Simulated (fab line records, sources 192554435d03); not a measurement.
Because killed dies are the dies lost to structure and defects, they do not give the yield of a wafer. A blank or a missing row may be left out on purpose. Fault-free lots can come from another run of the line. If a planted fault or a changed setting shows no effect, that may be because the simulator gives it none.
Which tool is to blame? || flow n5Finfet || Sampling: 10 lots, 30 wafers, 5 of 1938 route steps

## WHAT EACH GAUGE READ, for each wafer
N5_BEOL_M4_RS_MEAS_58: the measuring method here is four-point-probe.
{"lot": "L228", "measured": "day 8 12:28", "on": "filmMetro-01", "M4_RS (ohm/sq)": "0.649 0.662 0.670"}
{"lot": "L229", "measured": "day 8 12:33", "on": "filmMetro-01", "M4_RS (ohm/sq)": "0.687 0.641 0.667"}
{"lot": "L231", "measured": "day 8 20:37", "on": "filmMetro-01", "M4_RS (ohm/sq)": "0.659 0.621 0.635"}
{"lot": "L236", "measured": "day 10 23:10", "on": "filmMetro-01", "M4_RS (ohm/sq)": "0.711 0.675 0.704"}
{"lot": "L237", "measured": "day 11 06:32", "on": "filmMetro-01", "M4_RS (ohm/sq)": "0.692 0.661 0.668"}
{"lot": "L239", "measured": "day 11 22:39", "on": "filmMetro-02", "M4_RS (ohm/sq)": "0.672 0.682 0.676"}
{"lot": "L242", "measured": "day 12 06:23", "on": "filmMetro-02", "M4_RS (ohm/sq)": "0.704 0.688 0.693"}
{"lot": "L243", "measured": "day 12 17:10", "on": "filmMetro-01", "M4_RS (ohm/sq)": "0.651 0.629 0.618"}
{"lot": "L244", "measured": "day 13 03:13", "on": "filmMetro-02", "M4_RS (ohm/sq)": "0.684 0.677 0.655"}
{"lot": "L248", "measured": "day 13 11:25", "on": "filmMetro-01", "M4_RS (ohm/sq)": "0.643 0.648 0.670"}

N5_BEOL_M4_RC_MEAS_101.
{"lot": "L228", "measured": "day 8 12:31", "on": "prober-02", "DIBL_N (mV/V)": "35.0 34.5 35.7", "DIBL_P (mV/V)": "36.0 34.9 36.5", "IOFF_N (nA/um)": "0.147 0.134 0.149", "IOFF_P (nA/um)": "0.215 0.201 0.231", "IOFF_P_85C (nA/um)": "3.7 3.4 3.9", "IOFF_P_LIN (nA/um)": "0.102 0.098 0.107", "IOFF_P_LONG (nA/um)": "0.000112 0.000112 0.000116", "ION_N (uA/um)": "681 671 675", "ION_P (uA/um)": "478 469 472", "SS_N (mV/dec)": "70.4 71.1 71.2", "SS_P (mV/dec)": "72.5 72.2 72.7", "VT_N (mV)": "248.7 251.1 250.3", "VT_N_LVT (mV)": "95.5 96.6 97.8", "VT_P (mV)": "-247.8 -247.9 -247.5", "VT_P_LONG (mV)": "-274.1 -274.8 -274.5"}
{"lot": "L229", "measured": "day 8 12:46", "on": "prober-01", "DIBL_N (mV/V)": "36.9 34.7 35.8", "DIBL_P (mV/V)": "35.7 33.8 34.9", "IOFF_N (nA/um)": "0.169 0.130 0.143", "IOFF_P (nA/um)": "0.195 0.173 0.187", "IOFF_P_85C (nA/um)": "3.5 3.1 3.4", "IOFF_P_LIN (nA/um)": "0.094 0.087 0.093", "IOFF_P_LONG (nA/um)": "9.9e-05 9.8e-05 0.0001", "ION_N (uA/um)": "674 668 673", "ION_P (uA/um)": "459 460 456", "SS_N (mV/dec)": "72.0 71.6 71.6", "SS_P (mV/dec)": "73.6 72.5 73.9", "VT_N (mV)": "250.0 255.9 253.5", "VT_N_LVT (mV)": "99.7 104.1 101.7", "VT_P (mV)": "-252.6 -253.0 -253.9", "VT_P_LONG (mV)": "-276.9 -276.6 -278.5"}
{"lot": "L231", "measured": "day 8 20:49", "on": "prober-01", "DIBL_N (mV/V)": "38.0 37.3 37.5", "DIBL_P (mV/V)": "35.9 34.0 34.4", "IOFF_N (nA/um)": "0.154 0.138 0.139", "IOFF_P (nA/um)": "0.196 0.168 0.178", "IOFF_P_85C (nA/um)": "3.4 3.1 3.2", "IOFF_P_LIN (nA/um)": "0.093 0.083 0.085", "IOFF_P_LONG (nA/um)": "9.7e-05 9.4e-05 9.8e-05", "ION_N (uA/um)": "667 668 671", "ION_P (uA/um)": "454 448 457", "SS_N (mV/dec)": "71.5 71.7 71.3", "SS_P (mV/dec)": "73.9 72.9 73.1", "VT_N (mV)": "250.2 249.0 252.9", "VT_N_LVT (mV)": "98.6 99.6 100.0", "VT_P (mV)": "-250.9 -253.1 -254.4", "VT_P_LONG (mV)": "-277.0 -279.9 -278.8"}
{"lot": "L236", "measured": "day 10 23:22", "on": "prober-01", "DIBL_N (mV/V)": "37.4 36.4 38.7", "DIBL_P (mV/V)": "38.2 36.8 39.7", "IOFF_N (nA/um)": "0.177 0.162 0.215", "IOFF_P (nA/um)": "0.241 0.219 0.275", "IOFF_P_85C (nA/um)": "4.1 3.8 4.6", "IOFF_P_LIN (nA/um)": "0.112 0.104 0.123", "IOFF_P_LONG (nA/um)": "0.000112 0.000113 0.000113", "ION_N (uA/um)": "680 678 690", "ION_P (uA/um)": "465 466 469", "SS_N (mV/dec)": "72.0 71.5 72.2", "SS_P (mV/dec)": "73.2 72.6 73.7", "VT_N (mV)": "249.7 248.2 247.5", "VT_N_LVT (mV)": "97.5 97.6 94.5", "VT_P (mV)": "-247.3 -247.1 -246.1", "VT_P_LONG (mV)": "-273.5 -275.3 -274.9"}
{"lot": "L237", "measured": "day 11 06:45", "on": "prober-01", "DIBL_N (mV/V)": "34.6 34.2 35.7", "DIBL_P (mV/V)": "35.7 35.0 36.7", "IOFF_N (nA/um)": "0.140 0.127 0.151", "IOFF_P (nA/um)": "0.202 0.192 0.220", "IOFF_P_85C (nA/um)": "3.5 3.4 3.8", "IOFF_P_LIN (nA/um)": "0.099 0.096 0.106", "IOFF_P_LONG (nA/um)": "0.00011 0.000107 0.000107", "ION_N (uA/um)": "667 671 683", "ION_P (uA/um)": "464 464 470", "SS_N (mV/dec)": "71.3 70.6 72.0", "SS_P (mV/dec)": "73.1 73.6 73.2", "VT_N (mV)": "250.4 252.5 249.6", "VT_N_LVT (mV)": "99.2 100.1 97.8", "VT_P (mV)": "-249.8 -248.7 -248.1", "VT_P_LONG (mV)": "-274.0 -274.0 -271.8"}
{"lot": "L239", "measured": "day 11 22:42", "on": "prober-02", "DIBL_N (mV/V)": "33.7 34.2 36.5", "DIBL_P (mV/V)": "35.3 35.4 38.1", "IOFF_N (nA/um)": "0.126 0.141 0.173", "IOFF_P (nA/um)": "0.196 0.199 0.238", "IOFF_P_85C (nA/um)": "3.4 3.5 4.0", "IOFF_P_LIN (nA/um)": "0.094 0.097 0.108", "IOFF_P_LONG (nA/um)": "0.000108 0.000108 0.000107", "ION_N (uA/um)": "657 685 681", "ION_P (uA/um)": "457 462 470", "SS_N (mV/dec)": "71.5 71.2 72.2", "SS_P (mV/dec)": "73.2 73.5 73.6", "VT_N (mV)": "254.5 253.0 249.7", "VT_N_LVT (mV)": "103.8 102.0 99.3", "VT_P (mV)": "-250.8 -251.9 -248.4", "VT_P_LONG (mV)": "-276.5 -273.4 -275.0"}
{"lot": "L242", "measured": "day 12 07:57", "on": "prober-02", "DIBL_N (mV/V)": "38.1 35.8 36.0", "DIBL_P (mV/V)": "38.3 35.9 36.6", "IOFF_N (nA/um)": "0.197 0.165 0.167", "IOFF_P (nA/um)": "4.389 3.621 3.738", "IOFF_P_85C (nA/um)": "44.6 38.1 39.1", "IOFF_P_LIN (nA/um)": "1.929 1.697 1.710", "IOFF_P_LONG (nA/um)": "0.001454 0.001472 0.001407", "ION_N (uA/um)": "691 683 679", "ION_P (uA/um)": "576 583 578", "SS_N (mV/dec)": "72.3 72.1 71.6", "SS_P (mV/dec)": "74.0 73.4 73.6", "VT_N (mV)": "248.2 246.7 246.9", "VT_N_LVT (mV)": "175.1 176.3 176.2", "VT_P (mV)": "-166.7 -171.5 -170.7", "VT_P_LONG (mV)": "-195.4 -196.7 -195.7"}
{"lot": "L243", "measured": "day 12 17:44", "on": "prober-02", "DIBL_N (mV/V)": "37.4 36.6 37.2", "DIBL_P (mV/V)": "36.2 36.2 36.1", "IOFF_N (nA/um)": "0.142 0.143 0.146", "IOFF_P (nA/um)": "0.193 0.192 0.205", "IOFF_P_85C (nA/um)": "3.4 3.4 3.5", "IOFF_P_LIN (nA/um)": "0.092 0.092 0.097", "IOFF_P_LONG (nA/um)": "9.8e-05 0.000102 9.8e-05", "ION_N (uA/um)": "664 672 671", "ION_P (uA/um)": "460 464 463", "SS_N (mV/dec)": "71.4 71.6 71.2", "SS_P (mV/dec)": "73.1 73.2 72.9", "VT_N (mV)": "251.9 251.8 252.6", "VT_N_LVT (mV)": "99.6 99.1 98.7", "VT_P (mV)": "-249.8 -251.3 -251.0", "VT_P_LONG (mV)": "-277.4 -275.6 -275.4"}
{"lot": "L244", "measured": "day 13 03:16", "on": "prober-01", "DIBL_N (mV/V)": "37.0 36.8 36.0", "DIBL_P (mV/V)": "36.9 36.3 35.9", "IOFF_N (nA/um)": "0.184 0.175 0.165", "IOFF_P (nA/um)": "0.281 0.255 0.241", "IOFF_P_85C (nA/um)": "4.8 4.4 4.2", "IOFF_P_LIN (nA/um)": "0.132 0.123 0.117", "IOFF_P_LONG (nA/um)": "0.000135 0.000136 0.000129", "ION_N (uA/um)": "697 691 681", "ION_P (uA/um)": "482 478 467", "SS_N (mV/dec)": "71.4 71.3 71.2", "SS_P (mV/dec)": "73.5 73.3 73.2", "VT_N (mV)": "244.1 244.7 248.3", "VT_N_LVT (mV)": "94.5 97.1 97.4", "VT_P (mV)": "-239.9 -242.6 -243.3", "VT_P_LONG (mV)": "-269.7 -266.2 -268.8"}
{"lot": "L248", "measured": "day 13 11:46", "on": "prober-01", "DIBL_N (mV/V)": "36.4 35.9 36.6", "DIBL_P (mV/V)": "37.7 36.6 37.7", "IOFF_N (nA/um)": "0.149 0.147 0.155", "IOFF_P (nA/um)": "3.365 0.201 3.359", "IOFF_P_85C (nA/um)": "37.9 3.6 37.3", "IOFF_P_LIN (nA/um)": "1.634 0.100 1.618", "IOFF_P_LONG (nA/um)": "0.001371 0.000108 0.001371", "ION_N (uA/um)": "674 670 676", "ION_P (uA/um)": "575 463 575", "SS_N (mV/dec)": "71.7 72.0 71.9", "SS_P (mV/dec)": "73.7 72.8 73.6", "VT_N (mV)": "251.9 250.3 248.7", "VT_N_LVT (mV)": "177.8 100.4 176.3", "VT_P (mV)": "-173.3 -251.4 -173.8", "VT_P_LONG (mV)": "-195.4 -276.1 -196.3"}

## WHICH TOOL RAN EACH LOT (tool, then ch and the chambers of the sampled wafers, then the start)
{"lot": "L228", "N5_HKMG_FIN_ALD_74": "aldHk-01 ch 0,2,3, day 3 22:46", "N5_BEOL_M4_ANNEAL_95": "pvdSputter-01, day 8 11:16", "N5_BEOL_M4_CO_CAP_55": "cvdCo-02 ch 0,2, day 8 12:17"}
{"lot": "L229", "N5_HKMG_FIN_ALD_74": "aldHk-02 ch 1,2,3, day 4 03:57", "N5_BEOL_M4_ANNEAL_95": "pvdSputter-02, day 8 11:22", "N5_BEOL_M4_CO_CAP_55": "cvdCo-01 ch 0,1, day 8 12:22"}
{"lot": "L231", "N5_HKMG_FIN_ALD_74": "aldHk-01 ch 1,2,3, day 4 16:29", "N5_BEOL_M4_ANNEAL_95": "pvdSputter-01, day 8 19:24", "N5_BEOL_M4_CO_CAP_55": "cvdCo-01 ch 0,2, day 8 20:25"}
{"lot": "L236", "N5_HKMG_FIN_ALD_74": "aldHk-01 ch 1,2, day 5 23:23", "N5_BEOL_M4_ANNEAL_95": "pvdSputter-02, day 10 21:27", "N5_BEOL_M4_CO_CAP_55": "cvdCo-01 ch 1,2, day 10 22:59"}
{"lot": "L237", "N5_HKMG_FIN_ALD_74": "aldHk-01 ch 0,1,2, day 6 05:19", "N5_BEOL_M4_ANNEAL_95": "pvdSputter-03, day 11 05:22", "N5_BEOL_M4_CO_CAP_55": "cvdCo-02 ch 0,1,2, day 11 06:22"}
{"lot": "L239", "N5_HKMG_FIN_ALD_74": "aldHk-01 ch 1,2,3, day 6 17:28", "N5_BEOL_M4_ANNEAL_95": "pvdSputter-01, day 11 21:27", "N5_BEOL_M4_CO_CAP_55": "cvdCo-02 ch 0,1,2, day 11 22:27"}
{"lot": "L242", "N5_HKMG_FIN_ALD_74": "aldHk-01 ch 0,1,2, day 7 11:56", "N5_BEOL_M4_ANNEAL_95": "pvdSputter-02, day 12 05:12", "N5_BEOL_M4_CO_CAP_55": "cvdCo-01 ch 0,1,2, day 12 06:12"}
{"lot": "L243", "N5_HKMG_FIN_ALD_74": "aldHk-02 ch 0,1,3, day 7 17:27", "N5_BEOL_M4_ANNEAL_95": "pvdSputter-01, day 12 15:58", "N5_BEOL_M4_CO_CAP_55": "cvdCo-02 ch 0,2, day 12 16:59"}
{"lot": "L244", "N5_HKMG_FIN_ALD_74": "aldHk-02 ch 0,2,3, day 7 22:37", "N5_BEOL_M4_ANNEAL_95": "pvdSputter-03, day 13 01:54", "N5_BEOL_M4_CO_CAP_55": "cvdCo-02 ch 0,1,2, day 13 03:02"}
{"lot": "L248", "N5_HKMG_FIN_ALD_74": "aldHk-01 ch 1,3, day 8 23:59", "N5_BEOL_M4_ANNEAL_95": "pvdSputter-02, day 13 10:10", "N5_BEOL_M4_CO_CAP_55": "cvdCo-01 ch 0,1, day 13 11:14"}
- N5_HKMG_FIN_ALD_74: deposits La2O3, target thk 0.5 nm, pulse time 6 s, co reactant pulse time 1 s.
- N5_BEOL_M4_ANNEAL_95: time 240 s.
- N5_BEOL_M4_CO_CAP_55: material Co, precursor CCTBA/H2, target thk 2 nm, time 102.1 s.

## AS READ BY THE TOOLS THEMSELVES (means over the sampled wafers that have a number; for cases with no such wafer, the mark the record gives instead)
N5_HKMG_FIN_ALD_74.
{"lot": "L228", "tool": "aldHk-01", "heaterPowerW (W)": 347, "precursorPulseHeightRel": 0.997}
{"lot": "L229", "tool": "aldHk-02", "heaterPowerW (W)": 376, "precursorPulseHeightRel": 0.982}
{"lot": "L231", "tool": "aldHk-01", "heaterPowerW (W)": 339, "precursorPulseHeightRel": 0.984}
{"lot": "L236", "tool": "aldHk-01", "heaterPowerW (W)": 331, "precursorPulseHeightRel": 1.024}
{"lot": "L237", "tool": "aldHk-01", "heaterPowerW (W)": 345, "precursorPulseHeightRel": 1.005}
{"lot": "L239", "tool": "aldHk-01", "heaterPowerW (W)": 340, "precursorPulseHeightRel": 1.001}
{"lot": "L242", "tool": "aldHk-01", "heaterPowerW (W)": 344, "precursorPulseHeightRel": 0.995}
{"lot": "L243", "tool": "aldHk-02", "heaterPowerW (W)": 383, "precursorPulseHeightRel": 0.985}
{"lot": "L244", "tool": "aldHk-02", "heaterPowerW (W)": 367, "precursorPulseHeightRel": 1.007}
{"lot": "L248", "tool": "aldHk-01", "heaterPowerW (W)": 338, "precursorPulseHeightRel": 1.006}

N5_BEOL_M4_ANNEAL_95.
{"lot": "L228", "tool": "pvdSputter-01", "heaterPowerW (W)": 836}
{"lot": "L229", "tool": "pvdSputter-02", "heaterPowerW (W)": 807}
{"lot": "L231", "tool": "pvdSputter-01", "heaterPowerW (W)": 806}
{"lot": "L236", "tool": "pvdSputter-02", "heaterPowerW (W)": 812}
{"lot": "L237", "tool": "pvdSputter-03", "heaterPowerW (W)": 780}
{"lot": "L239", "tool": "pvdSputter-01", "heaterPowerW (W)": 831}
{"lot": "L242", "tool": "pvdSputter-02", "heaterPowerW (W)": 797}
{"lot": "L243", "tool": "pvdSputter-01", "heaterPowerW (W)": 816}
{"lot": "L244", "tool": "pvdSputter-03", "heaterPowerW (W)": 807}
{"lot": "L248", "tool": "pvdSputter-02", "heaterPowerW (W)": 791}

N5_BEOL_M4_CO_CAP_55.
{"lot": "L228", "tool": "cvdCo-02", "heaterPowerW (W)": 235}
{"lot": "L229", "tool": "cvdCo-01", "heaterPowerW (W)": 239}
{"lot": "L231", "tool": "cvdCo-01", "heaterPowerW (W)": 243}
{"lot": "L236", "tool": "cvdCo-01", "heaterPowerW (W)": 261}
{"lot": "L237", "tool": "cvdCo-02", "heaterPowerW (W)": 231}
{"lot": "L239", "tool": "cvdCo-02", "heaterPowerW (W)": 230}
{"lot": "L242", "tool": "cvdCo-01", "heaterPowerW (W)": 244}
{"lot": "L243", "tool": "cvdCo-02", "heaterPowerW (W)": 239}
{"lot": "L244", "tool": "cvdCo-02", "heaterPowerW (W)": 226}
{"lot": "L248", "tool": "cvdCo-01", "heaterPowerW (W)": 240}

## THE ANSWER, worked out from the rows above alone
Rule: what is usual is taken from the lots themselves. The widest of any qualifying gaps counts: lots, ordered by their means at a reading, are off when they make up no more than a third of the lots, leave a main group of 4 or more, and stand apart from it by 3 or more times the standard deviation of that group's means. If all means in a main group match to the digits the tables above print for the reading, that group is not used. Also off: a lot with no number at a reading for which 4 or more lots have one. The other lots that the step has rows for count as sound. The gauges are gone through in route order, then the tools' own readings, and for those a lot's mean is taken as printed above. At the first step where some lot is off, the reading lying furthest off is the one used; lots without a number count as furthest.
Off: L242, L248, at N5_BEOL_M4_RC_MEAS_101 (IOFF_P_LIN). For the main group the mean is 0.101 nA/um and the standard deviation 0.011.
If a tool, at a process step before that reading, ran all the lots that are off and no sound lot after the first of them, it fits. Gauges at N5_BEOL_M4_RC_MEAS_101: tried the same way as those tools. Can't be told from this: 3 tools fit, aldHk-01 at N5_HKMG_FIN_ALD_74, pvdSputter-02 at N5_BEOL_M4_ANNEAL_95, cvdCo-01 at N5_BEOL_M4_CO_CAP_55.

## WHAT HAD BEEN PUT IN BY THE SIMULATOR
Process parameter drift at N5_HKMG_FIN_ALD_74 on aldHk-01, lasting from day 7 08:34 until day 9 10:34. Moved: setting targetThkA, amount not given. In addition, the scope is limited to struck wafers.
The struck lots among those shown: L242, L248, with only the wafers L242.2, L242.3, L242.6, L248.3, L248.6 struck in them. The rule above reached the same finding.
